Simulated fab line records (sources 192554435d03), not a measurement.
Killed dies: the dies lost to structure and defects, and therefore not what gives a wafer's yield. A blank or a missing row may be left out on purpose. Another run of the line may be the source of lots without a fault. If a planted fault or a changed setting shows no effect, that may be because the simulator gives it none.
What tool caused it? | flow n5Finfet | 11 lots with 33 wafers sampled at 4 steps, on a route of 1938 steps

WHAT THE GAUGES SHOWED, per wafer
N5_BEOL_M4_RC_MEAS_101. Usual: DIBL_N 36.4 mV/V, standard deviation 2.7; DIBL_P 36 mV/V, standard deviation 3.2; IOFF_N 0.16 nA/um, standard deviation 0.046; IOFF_P 0.21 nA/um, standard deviation 0.055; ION_N 677 uA/um, standard deviation 15; ION_P 464 uA/um, standard deviation 11; SS_N 71.5 mV/dec, standard deviation 0.79; SS_P 73.3 mV/dec, standard deviation 0.93; VT_N 250 mV, standard deviation 4.1; VT_P -251 mV, standard deviation 4.4.
lot  | measured     | on        | DIBL_N (mV/V)  | DIBL_P (mV/V) | IOFF_N (nA/um) | IOFF_P (nA/um) | ION_N (uA/um) | ION_P (uA/um) | SS_N (mV/dec)  | SS_P (mV/dec)  | VT_N (mV)   | VT_P (mV)      | flag
L106 | day 7 22:32  | prober-02 | 37.0 43.5 39.5 | 35 44 38      | 0.16 0.32 0.22 | 0.21 0.42 0.29 | 680 733 692   | 467 500 479   | 71.0 72.7 71.5 | 73.8 76.2 73.5 | 249 242 244 | -249 -240 -245 | 
L107 | day 9 09:14  | prober-02 | 36.1 37.3 37.3 | 36 37 38      | 0.15 0.18 0.18 | 0.20 0.23 0.24 | 674 681 689   | 469 471 474   | 70.7 71.8 71.7 | 72.6 74.1 73.8 | 250 247 246 | -248 -250 -248 | 
L110 | day 10 00:55 | prober-02 | 32.8 35.5 34.9 | 32 35 34      | 0.11 0.15 0.14 | 0.14 0.19 0.16 | 648 673 696   | 457 457 462   | 70.1 70.9 72.1 | 72.0 72.6 73.0 | 253 249 250 | -255 -253 -255 | 
L111 | day 10 10:13 | prober-02 | 31.4 31.9 34.2 | 30 31 34      | 0.10 0.11 0.12 | 0.14 0.14 0.17 | 677 659 652   | 464 458 451   | 70.5 70.4 71.1 | 72.7 72.8 73.1 | 257 256 257 | -254 -254 -257 | 
L113 | day 10 14:48 | prober-02 | 38.0 36.2 37.5 | 36 36 36      | 0.17 0.13 0.17 | 0.23 0.22 0.21 | 672 671 683   | 461 461 460   | 72.2 71.8 72.0 | 73.8 72.7 73.7 | 249 255 249 | -250 -250 -252 | 
L112 | day 10 16:34 | prober-01 | 32.3 36.5 33.2 | 32 38 33      | 0.10 0.17 0.11 | 0.15 0.23 0.16 | 669 687 665   | 465 472 458   | 70.9 71.7 70.6 | 71.4 72.6 71.4 | 255 248 251 | -253 -250 -252 | 
L119 | day 11 17:33 | prober-02 | 33.3 38.7 36.7 | 34 39 35      | 0.12 0.24 0.18 | 0.18 0.25 0.19 | 656 684 653   | 454 456 445   | 71.3 72.1 72.6 | 73.1 75.0 73.5 | 254 244 252 | -254 -251 -254 | 
L118 | day 11 23:30 | prober-01 | 34.6 39.2 42.8 | 35 41 45      | 0.13 0.20 0.29 | 0.16 0.24 0.35 | 667 671 698   | 461 459 474   | 71.4 72.4 73.4 | 72.8 74.0 75.4 | 254 251 245 | -254 -249 -246 | 
L122 | day 12 21:01 | prober-01 | 40.7 42.5 36.0 | 40 44 35      | 0.20 0.25 0.13 | 0.23 0.31 0.17 | 690 694 677   | 462 476 467   | 72.2 72.7 70.9 | 73.8 75.2 72.6 | 249 246 253 | -250 -247 -253 | 
L125 | day 13 10:51 | prober-01 | 36.5 32.8 35.4 | 35 31 34      | 0.14 0.10 0.13 | 0.19 0.14 0.17 | 663 659 670   | 462 453 461   | 70.9 70.5 71.1 | 72.6 72.4 72.0 | 250 256 252 | -251 -256 -255 | 
L126 | day 14 04:37 | prober-02 | 36.8 37.1 37.0 | 37 38 38      | 0.19 0.20 0.17 | 0.23 0.23 0.23 | 697 694 673   | 475 466 466   | 71.2 71.2 71.6 | 72.9 73.8 74.1 | 246 246 247 | -248 -253 -251 | 

TOOL THAT RAN EACH LOT (tool first, then ch and the chambers of the sampled wafers, then the start)
lot  | N5_BEOL_M1_SPUTTER_79       | N5_BEOL_M1_ANNEAL_87        | N5_BEOL_M1_CMP_52
L106 | pvdSputter-02, day 6 14:35  | pvdSputter-02, day 6 15:07  | cmp-04 ch 0,2,3, day 6 16:44
L107 | pvdSputter-01, day 6 23:05  | pvdSputter-01, day 6 23:36  | cmp-04 ch 1,2,3, day 7 01:14
L110 | pvdSputter-01, day 7 20:05  | pvdSputter-01, day 7 20:37  | cmp-04 ch 0,1,3, day 7 22:11
L111 | pvdSputter-01, day 7 22:55  | pvdSputter-01, day 7 23:26  | cmp-03 ch 0,1,2, day 8 01:06
L113 | pvdSputter-01, day 8 18:18  | pvdSputter-01, day 8 18:49  | cmp-02 ch 0,1,2, day 8 20:20
L112 | pvdSputter-01, day 8 22:38  | pvdSputter-01, day 8 23:09  | cmp-03 ch 0,2,3, day 9 00:44
L119 | pvdSputter-02, day 9 22:10  | pvdSputter-02, day 9 22:41  | cmp-03 ch 0,2, day 10 00:12
L118 | pvdSputter-03, day 10 01:34 | pvdSputter-03, day 10 02:05 | cmp-02 ch 1,2,3, day 10 03:36
L122 | pvdSputter-01, day 10 08:35 | pvdSputter-01, day 10 09:07 | cmp-03 ch 1,2, day 10 10:40
L125 | pvdSputter-02, day 12 00:44 | pvdSputter-02, day 12 01:16 | cmp-04 ch 0,3, day 12 02:46
L126 | pvdSputter-02, day 12 03:54 | pvdSputter-02, day 12 04:25 | cmp-02 ch 0,2,3, day 12 06:02
- N5_BEOL_M1_SPUTTER_79: material Cu, target thk 4.5 nm, time 8.29 s.
- N5_BEOL_M1_ANNEAL_87: time 240 s.
- N5_BEOL_M1_CMP_52: polishes, stops on SiOC, t overpolish 6.8 s, target thk 40 nm.

WHAT THE TOOLS THEMSELVES READ (means of the sampled wafers that have a number; where no wafer has one, the mark that the record gives instead)
N5_BEOL_M1_SPUTTER_79. Usual: throttleValvePct at 29.8 %, with a standard deviation of 0.96.
lot  | tool          | throttleValvePct (%) | flag
L106 | pvdSputter-02 | 30.4                 | 
L107 | pvdSputter-01 | 29.4                 | 
L110 | pvdSputter-01 | 29.8                 | 
L111 | pvdSputter-01 | 29.8                 | 
L113 | pvdSputter-01 | 29.5                 | 
L112 | pvdSputter-01 | 30.2                 | 
L119 | pvdSputter-02 | 29.5                 | 
L118 | pvdSputter-03 | 29.4                 | 
L122 | pvdSputter-01 | 29.6                 | 
L125 | pvdSputter-02 | 30.6                 | 
L126 | pvdSputter-02 | 30.3                 | 

N5_BEOL_M1_ANNEAL_87. Usual: heaterPowerW at 821 W, with a standard deviation of 64.
lot  | tool          | heaterPowerW (W) | flag
L106 | pvdSputter-02 | 820              | 
L107 | pvdSputter-01 | 768              | 
L110 | pvdSputter-01 | 774              | 
L111 | pvdSputter-01 | 823              | 
L113 | pvdSputter-01 | 816              | 
L112 | pvdSputter-01 | 800              | 
L119 | pvdSputter-02 | 840              | 
L118 | pvdSputter-03 | 830              | 
L122 | pvdSputter-01 | 831              | 
L125 | pvdSputter-02 | 841              | 
L126 | pvdSputter-02 | 839              | 

N5_BEOL_M1_CMP_52. Usual: barrierFieldEndpointS 24.9 s, standard deviation 0.66; edgeZonePressureFrac 1.000, standard deviation 0.0047; motorCurrentA 5.9 A, standard deviation 0.44; overpolishRunS 6.800 s, standard deviation 0.0094; slurryFlowMlMin 150.0, standard deviation 0.46; timeToEndpointS 63 s, standard deviation 3.6.
lot  | tool   | barrierFieldEndpointS (s) | edgeZonePressureFrac | motorCurrentA (A) | overpolishRunS (s) | slurryFlowMlMin | timeToEndpointS (s) | flag
L106 | cmp-04 | 25.0                      | 1.004                | 6.2               | 6.796              | 150.1           | 62                  | 
L107 | cmp-04 | 24.4                      | 0.996                | 5.8               | 6.814              | 149.9           | 62                  | 
L110 | cmp-04 | 25.1                      | 0.999                | 6.2               | 6.801              | 150.1           | 61                  | 
L111 | cmp-03 | 25.4                      | 0.995                | 5.5               | 6.795              | 149.5           | 61                  | 
L113 | cmp-02 | 24.8                      | 1.001                | 6.1               | 6.790              | 150.0           | 63                  | 
L112 | cmp-03 | 25.3                      | 1.002                | 5.7               | 6.807              | 149.8           | 69                  | 
L119 | cmp-03 | 21.3                      | 0.997                | 5.5               | 6.814              | 149.8           | 57                  | OFF
L118 | cmp-02 | 24.3                      | 1.002                | 6.0               | 6.802              | 150.5           | 59                  | 
L122 | cmp-03 | 17.8                      | 1.000                | 5.6               | 6.798              | 150.0           | 46                  | OFF
L125 | cmp-04 | 24.2                      | 1.000                | 6.1               | 6.795              | 150.1           | 59                  | 
L126 | cmp-02 | 23.8                      | 1.005                | 5.5               | 6.801              | 150.2           | 60                  | 

THE ANSWER, worked out from the rows above alone
Rule: take the mean of a lot's wafers that have a number; if it is more than 3 standard deviations from the usual mean, the lot is off. Also off: a lot with no number at a reading for which 4 or more lots have one. Where the step has rows for the other lots, those lots are counted as sound. After the gauges, taken in route order, come the tools' own readings; for these a lot's mean is taken, as printed above. The first step at which some lot is off is used, and at that step the reading that is off furthest; a lot without a number counts as furthest.
Off at N5_BEOL_M1_CMP_52 (barrierFieldEndpointS): L119, L122.
A tool fits if, at that step or a process step before it, it ran every lot that is off, and no sound lot after the first of them. One fits: cmp-03 at N5_BEOL_M1_CMP_52. A fault onset in the window from L112 (day 9 00:44, its last sound lot) to L119 (day 10 00:12, its first lot off) fits.
On the lots that are off, the tool's own readings at N5_BEOL_M1_CMP_52 differ by more than 5 times the standard deviation of the sound lots' means, which bears it out; barrierFieldEndpointS reads 19.6 s there versus 24.7 s on the sound lots.

WHAT WAS PUT IN BY THE SIMULATOR
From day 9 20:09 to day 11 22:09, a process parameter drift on cmp-03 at N5_BEOL_M1_CMP_52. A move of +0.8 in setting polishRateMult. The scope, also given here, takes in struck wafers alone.
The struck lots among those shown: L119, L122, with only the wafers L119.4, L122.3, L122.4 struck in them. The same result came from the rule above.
